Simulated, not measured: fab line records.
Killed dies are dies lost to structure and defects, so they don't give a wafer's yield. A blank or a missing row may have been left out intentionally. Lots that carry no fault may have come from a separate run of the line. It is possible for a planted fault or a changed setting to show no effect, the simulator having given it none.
Which of the tools did it? ; flow nandHarc ; 13 lots with 39 wafers sampled at 4 steps, on a route of 1302 steps

WHAT EACH GAUGE READ, for each wafer
NHARC_P_GATE_CD_MEAS_91: target cd 2000 nm. Usual: cdNm reads 1999.6 nm (standard deviation 1.8).
lot;measured;on;cdNm (nm);flag
L763;day 5 21:00;cdSem-03;2000.9 2001.7 2002.7;
L766;day 7 07:55;cdSem-02;1997.4 1996.5 1997.8;
L767;day 7 14:16;cdSem-01;1999.2 1999.9 2001.2;
L768;day 8 10:41;cdSem-01;1997.6 1998.7 1997.8;
L769;day 8 14:41;cdSem-02;2003.3 2001.5 1999.0;
L770;day 8 23:08;cdSem-01;2001.0 2001.9 2002.3;
L771;day 9 08:09;cdSem-01;1997.5 1998.9 2000.4;
L774;day 10 20:38;cdSem-01;2000.2 2000.9 1998.6;
L775;day 11 08:14;cdSem-02;1877.8 1880.7 1880.5 1878.0 1880.9 1880.4;OFF
L776;day 11 22:25;cdSem-02;2000.7 2000.4 1999.4;
L778;day 12 09:20;cdSem-01;1999.6 1997.4 1998.4;
L779;day 12 14:05;cdSem-01;1999.0 1997.5 1999.6;
L785;day 15 04:07;cdSem-01;2000.4 2000.0 1999.3;

WHICH TOOL RAN EACH LOT (tool, then ch and the chambers of the sampled wafers, then the start)
lot;NHARC_P_GATE_ETCHBACK_37;NHARC_P_GATE_STRIP_112;NHARC_P_GATE_EXPOSE_88
L763;rieDiel-09 ch 1,2, day 5 19:59 or earlier;plasmaAsher-01 ch 0,1, day 5 19:59;krfScanner-03 ch 0, day 5 20:50
L766;rieDiel-04 ch 0,1,2, day 7 06:44 or earlier;plasmaAsher-01 ch 0,1, day 7 06:44;krfScanner-02 ch 0, day 7 07:46
L767;rieDiel-10 ch 0,1,3, day 7 13:08 or earlier;plasmaAsher-02 ch 0,1, day 7 13:08;krfScanner-01 ch 0, day 7 14:07
L768;rieDiel-09 ch 0,1,3, day 8 09:40 or earlier;plasmaAsher-02 ch 0,1, day 8 09:40;krfScanner-01 ch 0, day 8 10:32
L769;rieDiel-09 ch 1,2,3, day 8 13:31 or earlier;plasmaAsher-02 ch 0, day 8 13:31;krfScanner-03 ch 0, day 8 14:32
L770;rieDiel-10 ch 0,1,2, day 8 22:05 or earlier;plasmaAsher-02 ch 0,1, day 8 22:05;krfScanner-03 ch 0, day 8 22:59
L771;rieDiel-10 ch 1,2, day 9 07:00 or earlier;plasmaAsher-02 ch 0,1, day 9 07:00;krfScanner-01 ch 0, day 9 07:59
L774;rieDiel-04 ch 0,3, day 10 19:26 or earlier;plasmaAsher-01 ch 0,1, day 10 19:26;krfScanner-03 ch 0, day 10 20:29
L775;rieDiel-04 ch 0,2, day 11 07:06 or earlier;plasmaAsher-01 ch 0,1, day 11 07:06;krfScanner-01 ch 0, day 11 08:05
L776;rieDiel-04 ch 1,2,3, day 11 21:15 or earlier;plasmaAsher-01 ch 0,1, day 11 21:15;krfScanner-03 ch 0, day 11 22:16
L778;rieDiel-09 ch 0,1,2, day 12 08:10 or earlier;plasmaAsher-01 ch 0, day 12 08:10;krfScanner-02 ch 0, day 12 09:11
L779;rieDiel-09 ch 0,1, day 12 13:07 or earlier;plasmaAsher-02 ch 0,1, day 12 13:07;krfScanner-02 ch 0, day 12 13:56
L785;rieDiel-04 ch 0,1,3, day 15 02:56 or earlier;plasmaAsher-01 ch 0,1, day 15 02:56;krfScanner-01 ch 0, day 15 03:58
- NHARC_P_GATE_ETCHBACK_37: etches the open film in CHF3/O2, target depth 34.5 nm, time 17.2 s.
- NHARC_P_GATE_STRIP_112: strips in N2/H2, time 200 s.
- NHARC_P_GATE_EXPOSE_88: exposes mask P HVN, target cd 2000 nm.

AS READ BY THE TOOLS THEMSELVES (means over the sampled wafers that have a number; for cases with no such wafer, the mark the record gives instead)
NHARC_P_GATE_ETCHBACK_37. Usual: drypumpMotorCurrentA 5.7 A, standard deviation 0.41; oesProductAu 0.95 a.u., standard deviation 0.034; rfVppV 371.3 V, standard deviation 2; showerheadPlenumPTorr 2.44 Torr, standard deviation 0.085; throttleValvePct 20.573 %, standard deviation 0.009.
lot;tool;drypumpMotorCurrentA (A);oesProductAu (a.u.);rfVppV (V);showerheadPlenumPTorr (Torr);throttleValvePct (%);flag
L763;rieDiel-09;6.4;1.00;369.1;2.36;20.574;
L766;rieDiel-04;5.8;1.00;371.6;2.44;20.571;
L767;rieDiel-10;5.6;0.92;370.9;2.40;20.574;
L768;rieDiel-09;6.1;1.00;372.7;2.47;20.569;
L769;rieDiel-09;6.2;0.93;371.4;2.41;20.577;
L770;rieDiel-10;5.6;0.94;370.3;2.43;20.567;
L771;rieDiel-10;5.2;0.93;371.7;2.49;20.577;
L774;rieDiel-04;5.4;0.99;370.4;2.40;20.572;
L775;rieDiel-04;5.7;0.91;369.3;2.35;20.572;
L776;rieDiel-04;5.8;0.93;370.8;2.44;20.573;
L778;rieDiel-09;6.1;0.92;371.3;2.42;20.571;
L779;rieDiel-09;6.3;0.93;370.7;2.41;20.570;
L785;rieDiel-04;5.6;0.95;371.4;2.46;20.571;

NHARC_P_GATE_STRIP_112. Usual: drypumpMotorCurrentA 5.4 A, standard deviation 0.4; heaterPowerW 84 W, standard deviation 5.
lot;tool;drypumpMotorCurrentA (A);heaterPowerW (W);flag
L763;plasmaAsher-01;5.3;80;
L766;plasmaAsher-01;5.3;82;
L767;plasmaAsher-02;5.2;87;
L768;plasmaAsher-02;5.2;86;
L769;plasmaAsher-02;4.8;86;
L770;plasmaAsher-02;5.2;87;
L771;plasmaAsher-02;5.6;86;
L774;plasmaAsher-01;5.3;85;
L775;plasmaAsher-01;5.3;81;
L776;plasmaAsher-01;5.3;80;
L778;plasmaAsher-01;5.3;77;
L779;plasmaAsher-02;5.6;87;
L785;plasmaAsher-01;5.3;82;

THE ANSWER, worked out from the rows above alone
Rule: lot off if the mean of its wafers having a number is beyond 3 standard deviations from the usual mean. A lot without any number at a reading at which 4 lots or more have one is off too. Any other lot the step has rows for is counted as sound. First the gauges in route order, then the tools' own readings, where a lot's mean is used as printed above. At the first step where some lot is off, the reading lying furthest off is the one used; lots without a number count as furthest.
Off: L775 (NHARC_P_GATE_CD_MEAS_91, cdNm).
A tool fits if, at a process step before that reading, it ran every lot that is off, and no sound lot after the first of them. The gauges at NHARC_P_GATE_CD_MEAS_91 are tried like those tools. NHARC_P_GATE_ETCHBACK_37 gives no start for some lots, so the hours and the order of its lots are those of NHARC_P_GATE_STRIP_112. Of those tried, none fits.

WHAT WAS PUT IN BY THE SIMULATOR
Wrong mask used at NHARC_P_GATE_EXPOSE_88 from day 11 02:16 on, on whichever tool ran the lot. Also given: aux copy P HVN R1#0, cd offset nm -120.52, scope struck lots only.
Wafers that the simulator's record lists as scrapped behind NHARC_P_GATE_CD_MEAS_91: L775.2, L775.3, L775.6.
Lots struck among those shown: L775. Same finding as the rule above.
